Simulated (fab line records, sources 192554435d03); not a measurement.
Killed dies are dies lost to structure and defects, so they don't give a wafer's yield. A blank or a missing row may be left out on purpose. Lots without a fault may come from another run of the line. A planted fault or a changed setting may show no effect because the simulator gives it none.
Which tool did it? | flow n5_finfet | 8 lots, 24 wafers sampled, at 5 steps of a route of 1938

WHAT THE GAUGES READ, wafer by wafer
N5_BEOL_M4_RC_MEAS_101. Usual: DIBL_N 36.3 mV/V, standard deviation 1; DIBL_P 36.2 mV/V, standard deviation 1.4; IOFF_N 0.157 nA/um, standard deviation 0.021; IOFF_N_85C 3.1 nA/um, standard deviation 0.35; IOFF_N_LIN 0.073 nA/um, standard deviation 0.0083; IOFF_N_LONG 5.6e-05 nA/um, standard deviation 3e-06; IOFF_P 0.206 nA/um, standard deviation 0.025; IOFF_P_LONG 0.000105 nA/um, standard deviation 8.9e-06; ION_N 673 uA/um, standard deviation 9; ION_P 461 uA/um, standard deviation 6.4; SS_N 71.5 mV/dec, standard deviation 0.5; SS_P 73.2 mV/dec, standard deviation 0.47; VT_N 249.9 mV, standard deviation 2.4; VT_N_LONG 274.3 mV, standard deviation 2.1; VT_N_LVT 98.2 mV, standard deviation 2.7; VT_P -250.6 mV, standard deviation 2.9; VT_P_LONG -275.5 mV, standard deviation 2.9.
lot  | measured     | on        | DIBL_N (mV/V)  | DIBL_P (mV/V)  | IOFF_N (nA/um)    | IOFF_N_85C (nA/um) | IOFF_N_LIN (nA/um) | IOFF_N_LONG (nA/um)      | IOFF_P (nA/um)    | IOFF_P_LONG (nA/um)        | ION_N (uA/um) | ION_P (uA/um) | SS_N (mV/dec)  | SS_P (mV/dec)  | VT_N (mV)         | VT_N_LONG (mV)    | VT_N_LVT (mV)     | VT_P (mV)            | VT_P_LONG (mV)       | flag
L340 | day 8 00:16  | prober-01 | 35.0 35.3 35.6 | 35.5 34.7 35.7 | 0.131 0.128 0.131 | 2.7 2.7 2.7        | 0.063 0.062 0.063  | 5.4e-05 5.5e-05 5.5e-05  | 0.174 0.170 0.179 | 9.7e-05 9.4e-05 9.7e-05    | 674 664 665   | 456 452 456   | 71.2 71.7 70.8 | 72.7 73.0 72.5 | 252.7 252.4 254.0 | 273.8 275.6 275.1 | 99.3 98.9 99.3    | -254.4 -255.1 -254.1 | -277.5 -279.1 -281.8 |
L341 | day 8 05:33  | prober-01 | 35.3 37.3 34.9 | 34.4 37.2 34.2 | 0.136 0.170 0.129 | 2.7 3.2 2.6        | 0.065 0.078 0.062  | 5.5e-05 5.4e-05 5.4e-05  | 0.177 0.217 0.175 | 9.9e-05 0.000102 0.000101  | 671 682 668   | 462 467 461   | 70.8 71.2 70.1 | 73.1 74.0 73.2 | 250.8 248.2 250.4 | 277.2 274.6 273.4 | 96.4 93.7 98.6    | -251.1 -250.9 -252.8 | -278.7 -277.5 -276.9 |
L343 | day 8 05:05  | prober-02 | 36.7 34.9 36.6 | 35.9 34.3 36.5 | 0.175 0.153 0.190 | 3.4 3.0 3.6        | 0.080 0.072 0.086  | 5.7e-05 5.7e-05 5.7e-05  | 0.204 0.182 0.208 | 0.0001 0.000103 0.000101   | 683 679 689   | 460 466 462   | 71.6 71.4 71.7 | 73.8 73.2 74.1 | 249.0 250.8 248.7 | 273.9 271.8 273.0 | 95.2 95.3 92.7    | -251.3 -252.4 -253.0 | -276.9 -279.1 -280.5 |
L345 | day 9 07:38  | prober-02 | 36.7 35.1 35.3 | 37.4 36.1 36.2 | 0.170 0.145 0.144 | 3.3 2.9 2.9        | 0.077 0.067 0.067  | 5.6e-05 5.6e-05 5.5e-05  | 0.224 0.196 0.196 | 0.000104 0.000103 0.000103 | 669 665 661   | 464 456 458   | 72.4 71.5 70.9 | 73.5 73.2 73.4 | 247.3 251.9 251.8 | 275.4 274.6 276.5 | 96.7 98.3 98.8    | -249.1 -252.0 -252.4 | -273.5 -276.6 -277.2 |
L357 | day 12 04:47 | prober-02 | 35.6 36.8 36.5 | 35.9 37.1 37.8 | 0.151 0.173 0.172 | 3.0 3.4 3.3        | 0.069 0.078 0.078  | 5.9e-05 5.9e-05 5.9e-05  | 0.179 0.206 0.214 | 0.000106 0.000108 0.000108 | 665 666 678   | 455 455 463   | 70.6 71.6 71.6 | 73.3 72.8 73.4 | 248.0 250.0 248.5 | 273.2 273.9 273.4 | 95.9 94.9 94.6    | -254.9 -251.5 -252.5 | -277.8 -276.7 -275.3 |
L359 | day 12 17:07 | prober-02 | 37.5 35.4 35.9 | 35.7 34.3 34.6 | 0.148 0.120 0.132 | 2.9 2.4 2.7        | 0.068 0.059 0.063  | 5.3e-05 5.3e-05 5.3e-05  | 0.179 0.157 0.162 | 9.1e-05 9.5e-05 9.2e-05    | 665 667 660   | 448 455 455   | 71.8 70.2 72.1 | 73.4 72.9 72.3 | 251.7 252.6 252.5 | 274.1 275.3 276.3 | 98.9 102.0 99.4   | -255.2 -255.0 -255.7 | -279.9 -280.1 -277.1 |
L362 | day 13 13:49 | prober-02 | 37.8 35.6 33.4 | 38.4 35.6 32.3 | 0.180 0.145 0.106 | 3.4 2.8 2.2        | 0.082 0.067 0.053  | 5.2e-05 5.2e-05 5.2e-05  | 0.230 0.187 0.148 | 9.4e-05 9.5e-05 9.5e-05    | 674 664 663   | 462 457 455   | 71.7 72.1 70.7 | 74.2 72.9 72.3 | 248.4 251.5 255.4 | 276.1 274.0 278.1 | 100.1 103.0 107.0 | -251.4 -251.2 -255.0 | -275.5 -276.3 -277.2 |
L363 | day 13 18:34 | prober-02 | 36.6 37.6 36.7 | 39.0 40.5 38.5 | 0.183 0.208 0.607 | 3.4 3.8 9.3        | 0.082 0.091 0.269  | 5.8e-05 5.8e-05 0.000151 | 0.210 0.230 0.159 | 0.000101 0.0001 7.7e-05    | 688 697 758   | 469 462 450   | 71.7 71.7 72.0 | 73.4 73.7 73.4 | 246.7 247.3 213.2 | 270.2 270.3 239.3 | 94.5 92.3 60.9    | -247.7 -248.8 -256.8 | -274.7 -275.7 -284.2 | OFF

WHICH TOOL RAN EACH LOT (tool, then ch and the chambers of the sampled wafers, then the start)
lot  | N5_HKMG_FIN_STRIP_34              | N5_HKMG_FIN_ETCH_86               | N5_HKMG_FIN_NWFM_ALD_20            | N5_HKMG_FIN_ETCHBACK_68
L340 | rie_diel-06 ch 2,3, day 4 03:37   | rie_diel-02 ch 0,1, day 4 04:44   | ald_metal-04 ch 1,2, day 4 05:22   | rie_metal-02 ch 0,1, day 4 06:01
L341 | rie_diel-04 ch 0,1,3, day 4 12:07 | rie_diel-06 ch 0,2,3, day 4 13:13 | ald_metal-03 ch 1,3, day 4 13:52   | rie_metal-02 ch 0,1, day 4 14:38
L343 | rie_diel-04 ch 2,3, day 4 22:46   | rie_diel-02 ch 1,2, day 4 23:49   | ald_metal-03 ch 1,2,3, day 5 00:28 | rie_metal-01 ch 0,1, day 5 01:07
L345 | rie_diel-06 ch 0,2, day 5 11:14   | rie_diel-04 ch 0,2,3, day 5 12:37 | ald_metal-02 ch 0,1,2, day 5 13:16 | rie_metal-03 ch 0,1, day 5 13:56
L357 | rie_diel-06 ch 0,3, day 8 07:45   | rie_diel-04 ch 0,2,3, day 8 08:47 | ald_metal-03 ch 0,1,2, day 8 09:26 | rie_metal-03 ch 0,1, day 8 10:08
L359 | rie_diel-06 ch 0,2,3, day 8 19:59 | rie_diel-06 ch 1,2, day 8 21:15   | ald_metal-04 ch 1,2,3, day 8 21:54 | rie_metal-01 ch 0, day 8 22:37
L362 | rie_diel-06 ch 0,1,3, day 9 20:19 | rie_diel-04 ch 0,2, day 9 21:22   | ald_metal-02 ch 0,1, day 9 21:59   | rie_metal-01 ch 0,1, day 9 22:52
L363 | rie_diel-04 ch 0,2, day 9 20:49   | rie_diel-02 ch 0,1,2, day 9 22:31 | ald_metal-03 ch 0,1,2, day 9 23:08 | rie_metal-01 ch 0,1, day 9 23:55
- N5_HKMG_FIN_STRIP_34: strips in CF4.
- N5_HKMG_FIN_ETCH_86: etches SOC in N2/H2, stops on TiN, target depth 393.2 nm.
- N5_HKMG_FIN_NWFM_ALD_20: deposits TiAlC, target thk 2 nm, pulse time 3 s, purge time 2 s.
- N5_HKMG_FIN_ETCHBACK_68: etches the open film in Cl2/Ar, stops on HfO2, target depth 0.5 nm.

WHAT THE TOOLS THEMSELVES READ (means of the sampled wafers that have a number; where no wafer has one, the mark that the record gives instead)
N5_HKMG_FIN_STRIP_34. Usual: bias_power_w 75.06 W, standard deviation 0.22; drypump_motor_current_A 5.8 A, standard deviation 0.58; oes_product_au 0.78 a.u., standard deviation 0.064; rf_vpp_V 271.1 V, standard deviation 1.5; showerhead_plenum_p_Torr 1.79 Torr, standard deviation 0.056; throttle_valve_pct 13.58 %, standard deviation 0.23.
lot  | tool        | bias_power_w (W) | drypump_motor_current_A (A) | oes_product_au (a.u.) | rf_vpp_V (V) | showerhead_plenum_p_Torr (Torr) | throttle_valve_pct (%) | flag
L340 | rie_diel-06 | 75.01            | 5.3                         | 0.80                  | 270.2        | 1.79                            | 13.47                  |
L341 | rie_diel-04 | 75.02            | 6.1                         | 0.76                  | 271.7        | 1.82                            | 13.68                  |
L343 | rie_diel-04 | 74.84            | 6.0                         | 0.88                  | 272.6        | 1.86                            | 13.37                  |
L345 | rie_diel-06 | 75.10            | 6.2                         | 0.76                  | 269.9        | 1.74                            | 13.39                  |
L357 | rie_diel-06 | 74.98            | 6.2                         | 0.78                  | 270.5        | 1.76                            | 13.44                  |
L359 | rie_diel-06 | 75.00            | 5.9                         | 0.76                  | 270.5        | 1.76                            | 13.48                  |
L362 | rie_diel-06 | 75.16            | 5.8                         | 0.76                  | 271.7        | 1.80                            | 13.64                  |
L363 | rie_diel-04 | 75.23            | 6.3                         | 0.91                  | 271.1        | 1.76                            | 13.39                  |

N5_HKMG_FIN_ETCH_86. Usual: bias_w 60.99 W, standard deviation 0.19; drypump_motor_current_A 5.8 A, standard deviation 0.55; oes_product_au 0.78 a.u., standard deviation 0.081; rf_vpp_V 240.7 V, standard deviation 1.4; showerhead_plenum_p_Torr 2.55 Torr, standard deviation 0.082; throttle_valve_pct 17.89 %, standard deviation 0.3.
lot  | tool        | bias_w (W) | drypump_motor_current_A (A) | oes_product_au (a.u.) | rf_vpp_V (V) | showerhead_plenum_p_Torr (Torr) | throttle_valve_pct (%) | flag
L340 | rie_diel-02 | 60.95      | 5.4                         | 0.69                  | 241.4        | 2.56                            | 17.92                  |
L341 | rie_diel-06 | 61.06      | 5.9                         | 0.79                  | 240.3        | 2.50                            | 17.66                  |
L343 | rie_diel-02 | 61.05      | 5.8                         | 0.76                  | 242.3        | 2.63                            | 18.02                  |
L345 | rie_diel-04 | 60.89      | 6.1                         | 0.82                  | 241.4        | 2.57                            | 17.77                  |
L357 | rie_diel-04 | 61.02      | 6.1                         | 0.78                  | 240.8        | 2.55                            | 17.82                  |
L359 | rie_diel-06 | 61.12      | 5.8                         | 0.73                  | 240.9        | 2.58                            | 18.02                  |
L362 | rie_diel-04 | 60.82      | 6.3                         | 0.90                  | 240.1        | 2.48                            | 17.62                  |
L363 | rie_diel-02 | 61.04      | 5.8                         | 0.79                  | 241.2        | 2.56                            | 17.88                  |

N5_HKMG_FIN_NWFM_ALD_20. Usual: heater_power_w 509 W, standard deviation 58; precursor_pulse_height_rel 1.001, standard deviation 0.019.
lot  | tool         | heater_power_w (W) | precursor_pulse_height_rel | flag
L340 | ald_metal-04 | 582                | 0.996                      |
L341 | ald_metal-03 | 470                | 0.978                      |
L343 | ald_metal-03 | 459                | 0.995                      |
L345 | ald_metal-02 | 517                | 0.997                      |
L357 | ald_metal-03 | 482                | 1.010                      |
L359 | ald_metal-04 | 585                | 1.012                      |
L362 | ald_metal-02 | 532                | 1.000                      |
L363 | ald_metal-03 | 487                | 1.009                      |

N5_HKMG_FIN_ETCHBACK_68. Usual: bias_w 60.03 W, standard deviation 0.19; drypump_motor_current_A 5.9 A, standard deviation 0.41; oes_product_au 0.77 a.u., standard deviation 0.11; throttle_valve_pct 20.82 %, standard deviation 0.13.
lot  | tool         | bias_w (W) | drypump_motor_current_A (A) | oes_product_au (a.u.) | throttle_valve_pct (%) | flag
L340 | rie_metal-02 | 60.02      | 6.1                         | 0.85                  | 20.87                  |
L341 | rie_metal-02 | 59.91      | 6.1                         | 0.85                  | 20.86                  |
L343 | rie_metal-01 | 60.00      | 5.7                         | 0.64                  | 20.89                  |
L345 | rie_metal-03 | 60.01      | 5.4                         | 0.88                  | 20.85                  |
L357 | rie_metal-03 | 60.10      | 5.7                         | 0.77                  | 20.83                  |
L359 | rie_metal-01 | 59.84      | 6.2                         | 0.71                  | 20.70                  |
L362 | rie_metal-01 | 60.17      | 5.6                         | 0.87                  | 20.73                  |
L363 | rie_metal-01 | 59.71      | 5.6                         | 0.87                  | 20.73                  |

THE ANSWER, worked out from the rows above alone
Rule: a lot is off if the mean of its wafers that have a number lies more than 3 standard deviations from the usual mean. A lot without any number at a reading at which 4 lots or more have one is off too. The other lots that the step has rows for count as sound. The gauges are gone through in route order, then the tools' own readings, and for those a lot's mean is taken as printed above. The first step at which some lot is off is used, and at that step the reading that is off furthest; a lot without a number counts as furthest.
Off: L363, at N5_BEOL_M4_RC_MEAS_101 (IOFF_N_LONG).
A tool fits if, at a process step before that reading, it ran every lot that is off, and no sound lot after the first of them. The gauges at N5_BEOL_M4_RC_MEAS_101 are tried like those tools. Can't be told from this: 5 tools fit, rie_diel-04 at N5_HKMG_FIN_STRIP_34, rie_diel-02 at N5_HKMG_FIN_ETCH_86, ald_metal-03 at N5_HKMG_FIN_NWFM_ALD_20, rie_metal-01 at N5_HKMG_FIN_ETCHBACK_68, prober-02 at N5_BEOL_M4_RC_MEAS_101.

WHAT THE SIMULATOR HAD PUT IN
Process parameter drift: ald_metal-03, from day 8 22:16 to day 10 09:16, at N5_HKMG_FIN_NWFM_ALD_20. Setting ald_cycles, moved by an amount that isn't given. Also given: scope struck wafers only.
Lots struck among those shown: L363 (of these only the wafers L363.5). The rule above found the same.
